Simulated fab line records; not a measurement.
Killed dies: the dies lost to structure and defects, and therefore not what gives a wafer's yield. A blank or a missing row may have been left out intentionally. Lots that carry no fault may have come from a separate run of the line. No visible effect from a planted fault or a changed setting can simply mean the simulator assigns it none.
Which tool is to blame? / flow nand_harc / 24 lots, 72 wafers sampled, at 2 steps of a route of 1302

WHAT EACH GAUGE READ, for each wafer
NHARC_P_M0_THK_MEAS_24: measures by xrf. Usual: thk_nm reads 117.8 nm (standard deviation 1.6).
lot=L074; measured=day 6 13:25; on=film_metro-02; thk_nm (nm)=116.9 117.1 119.0; flag=
lot=L075; measured=day 6 15:46; on=film_metro-02; thk_nm (nm)=119.2 117.0 117.3; flag=
lot=L076; measured=day 6 23:35; on=film_metro-01; thk_nm (nm)=118.3 116.9 118.6; flag=
lot=L077; measured=day 7 08:23; on=film_metro-02; thk_nm (nm)=118.0 117.1 116.9; flag=
lot=L078; measured=day 7 18:06; on=film_metro-02; thk_nm (nm)=117.4 118.2 121.4; flag=
lot=L079; measured=day 8 13:59; on=film_metro-02; thk_nm (nm)=117.1 118.3 118.2; flag=
lot=L080; measured=day 8 17:53; on=film_metro-01; thk_nm (nm)=120.3 117.6 117.8; flag=
lot=L081; measured=day 9 00:40; on=film_metro-01; thk_nm (nm)=113.1 117.2 114.9; flag=
lot=L082; measured=day 9 16:43; on=film_metro-01; thk_nm (nm)=118.5 117.4 114.9; flag=
lot=L083; measured=day 10 01:58; on=film_metro-01; thk_nm (nm)=117.1 118.1 118.9; flag=
lot=L084; measured=day 10 12:08; on=film_metro-01; thk_nm (nm)=116.7 118.7 120.0; flag=
lot=L085; measured=day 10 18:40; on=film_metro-02; thk_nm (nm)=118.3 121.2 117.4; flag=
lot=L086; measured=day 11 00:29; on=film_metro-01; thk_nm (nm)=116.0 119.1 120.8; flag=
lot=L087; measured=day 11 11:43; on=film_metro-01; thk_nm (nm)=118.0 119.1 115.4; flag=
lot=L088; measured=day 12 05:07; on=film_metro-02; thk_nm (nm)=116.6 119.2 115.3; flag=
lot=L089; measured=day 12 17:14; on=film_metro-01; thk_nm (nm)=120.4 121.6 117.0; flag=
lot=L090; measured=day 13 00:40; on=film_metro-02; thk_nm (nm)=118.6 117.6 117.9; flag=
lot=L091; measured=day 13 04:35; on=film_metro-02; thk_nm (nm)=119.8 115.7 118.4; flag=
lot=L092; measured=day 13 16:13; on=film_metro-01; thk_nm (nm)=121.4 118.7 117.0; flag=
lot=L093; measured=day 14 02:13; on=film_metro-02; thk_nm (nm)=117.1 117.8 119.2; flag=
lot=L094; measured=day 14 10:07; on=film_metro-02; thk_nm (nm)=116.8 116.9 116.9; flag=
lot=L095; measured=day 14 19:22; on=film_metro-01; thk_nm (nm)=116.1 114.2 115.7; flag=
lot=L096; measured=day 15 05:52; on=film_metro-02; thk_nm (nm)=117.8 119.7 118.2; flag=
lot=L097; measured=day 15 19:46; on=film_metro-02; thk_nm (nm)=117.5 116.8 115.9; flag=

TOOL THAT RAN EACH LOT (tool first, then ch and the chambers of the sampled wafers, then the start)
lot=L074; NHARC_P_M0_PVD_20=pvd_sputter-01, day 6 13:25 or earlier
lot=L075; NHARC_P_M0_PVD_20=pvd_sputter-03, day 6 15:46 or earlier
lot=L076; NHARC_P_M0_PVD_20=pvd_sputter-03, day 6 23:35 or earlier
lot=L077; NHARC_P_M0_PVD_20=pvd_sputter-03, day 7 08:23 or earlier
lot=L078; NHARC_P_M0_PVD_20=pvd_sputter-02, day 7 18:06 or earlier
lot=L079; NHARC_P_M0_PVD_20=pvd_sputter-03, day 8 13:59 or earlier
lot=L080; NHARC_P_M0_PVD_20=pvd_sputter-02, day 8 17:53 or earlier
lot=L081; NHARC_P_M0_PVD_20=pvd_sputter-02, day 9 00:40 or earlier
lot=L082; NHARC_P_M0_PVD_20=pvd_sputter-03, day 9 16:43 or earlier
lot=L083; NHARC_P_M0_PVD_20=pvd_sputter-01, day 10 01:58 or earlier
lot=L084; NHARC_P_M0_PVD_20=pvd_sputter-02, day 10 12:08 or earlier
lot=L085; NHARC_P_M0_PVD_20=pvd_sputter-03, day 10 18:40 or earlier
lot=L086; NHARC_P_M0_PVD_20=pvd_sputter-03, day 11 00:29 or earlier
lot=L087; NHARC_P_M0_PVD_20=pvd_sputter-01, day 11 11:43 or earlier
lot=L088; NHARC_P_M0_PVD_20=pvd_sputter-02, day 12 05:07 or earlier
lot=L089; NHARC_P_M0_PVD_20=pvd_sputter-01, day 12 17:14 or earlier
lot=L090; NHARC_P_M0_PVD_20=pvd_sputter-01, day 13 00:40 or earlier
lot=L091; NHARC_P_M0_PVD_20=pvd_sputter-01, day 13 04:35 or earlier
lot=L092; NHARC_P_M0_PVD_20=pvd_sputter-03, day 13 16:13 or earlier
lot=L093; NHARC_P_M0_PVD_20=pvd_sputter-03, day 14 02:13 or earlier
lot=L094; NHARC_P_M0_PVD_20=pvd_sputter-03, day 14 10:07 or earlier
lot=L095; NHARC_P_M0_PVD_20=pvd_sputter-02, day 14 19:22 or earlier
lot=L096; NHARC_P_M0_PVD_20=pvd_sputter-01, day 15 05:52 or earlier
lot=L097; NHARC_P_M0_PVD_20=pvd_sputter-02, day 15 19:46 or earlier
- NHARC_P_M0_PVD_20: deposits TaN, target thk 5 nm, time 8.06 s.

WHAT THE TOOLS THEMSELVES READ (means of the sampled wafers that have a number; where no wafer has one, the mark that the record gives instead)
NHARC_P_M0_PVD_20. Usual: cathode_dc_power_W 15000 W, standard deviation 2.7; throttle_valve_pct 30.2 %, standard deviation 1.
lot=L074; tool=pvd_sputter-01; cathode_dc_power_W (W)=15000; throttle_valve_pct (%)=28.9; flag=
lot=L075; tool=pvd_sputter-03; cathode_dc_power_W (W)=14999; throttle_valve_pct (%)=30.7; flag=
lot=L076; tool=pvd_sputter-03; cathode_dc_power_W (W)=15001; throttle_valve_pct (%)=30.6; flag=
lot=L077; tool=pvd_sputter-03; cathode_dc_power_W (W)=15001; throttle_valve_pct (%)=29.8; flag=
lot=L078; tool=pvd_sputter-02; cathode_dc_power_W (W)=15000; throttle_valve_pct (%)=30.4; flag=
lot=L079; tool=pvd_sputter-03; cathode_dc_power_W (W)=14998; throttle_valve_pct (%)=29.6; flag=
lot=L080; tool=pvd_sputter-02; cathode_dc_power_W (W)=14998; throttle_valve_pct (%)=30.9; flag=
lot=L081; tool=pvd_sputter-02; cathode_dc_power_W (W)=15002; throttle_valve_pct (%)=30.9; flag=
lot=L082; tool=pvd_sputter-03; cathode_dc_power_W (W)=14998; throttle_valve_pct (%)=30.0; flag=
lot=L083; tool=pvd_sputter-01; cathode_dc_power_W (W)=15002; throttle_valve_pct (%)=29.9; flag=
lot=L084; tool=pvd_sputter-02; cathode_dc_power_W (W)=15000; throttle_valve_pct (%)=30.7; flag=
lot=L085; tool=pvd_sputter-03; cathode_dc_power_W (W)=14997; throttle_valve_pct (%)=29.8; flag=
lot=L086; tool=pvd_sputter-03; cathode_dc_power_W (W)=15003; throttle_valve_pct (%)=30.1; flag=
lot=L087; tool=pvd_sputter-01; cathode_dc_power_W (W)=14999; throttle_valve_pct (%)=30.4; flag=
lot=L088; tool=pvd_sputter-02; cathode_dc_power_W (W)=15003; throttle_valve_pct (%)=32.1; flag=
lot=L089; tool=pvd_sputter-01; cathode_dc_power_W (W)=15001; throttle_valve_pct (%)=30.2; flag=
lot=L090; tool=pvd_sputter-01; cathode_dc_power_W (W)=14998; throttle_valve_pct (%)=29.8; flag=
lot=L091; tool=pvd_sputter-01; cathode_dc_power_W (W)=15000; throttle_valve_pct (%)=29.8; flag=
lot=L092; tool=pvd_sputter-03; cathode_dc_power_W (W)=15000; throttle_valve_pct (%)=29.5; flag=
lot=L093; tool=pvd_sputter-03; cathode_dc_power_W (W)=14998; throttle_valve_pct (%)=29.4; flag=
lot=L094; tool=pvd_sputter-03; cathode_dc_power_W (W)=15000; throttle_valve_pct (%)=29.3; flag=
lot=L095; tool=pvd_sputter-02; cathode_dc_power_W (W)=14999; throttle_valve_pct (%)=30.7; flag=
lot=L096; tool=pvd_sputter-01; cathode_dc_power_W (W)=15002; throttle_valve_pct (%)=29.9; flag=
lot=L097; tool=pvd_sputter-02; cathode_dc_power_W (W)=15001; throttle_valve_pct (%)=31.5; flag=

THE ANSWER, worked out from the rows above alone
Rule: a lot is off if the mean of its wafers that have a number lies more than 3 standard deviations from the usual mean. Also off: a lot with no number at a reading for which 4 or more lots have one. Where the step has rows for the other lots, those lots are counted as sound. Order of review: gauges by route order, followed by the tools' own readings, for which a lot's mean as printed above is used. The first step at which some lot is off is used, and at that step the reading that is off furthest; a lot without a number counts as furthest.
Across all readings shown, no lot is off: no conclusion can be drawn from this.

WHAT THE SIMULATOR PUT IN
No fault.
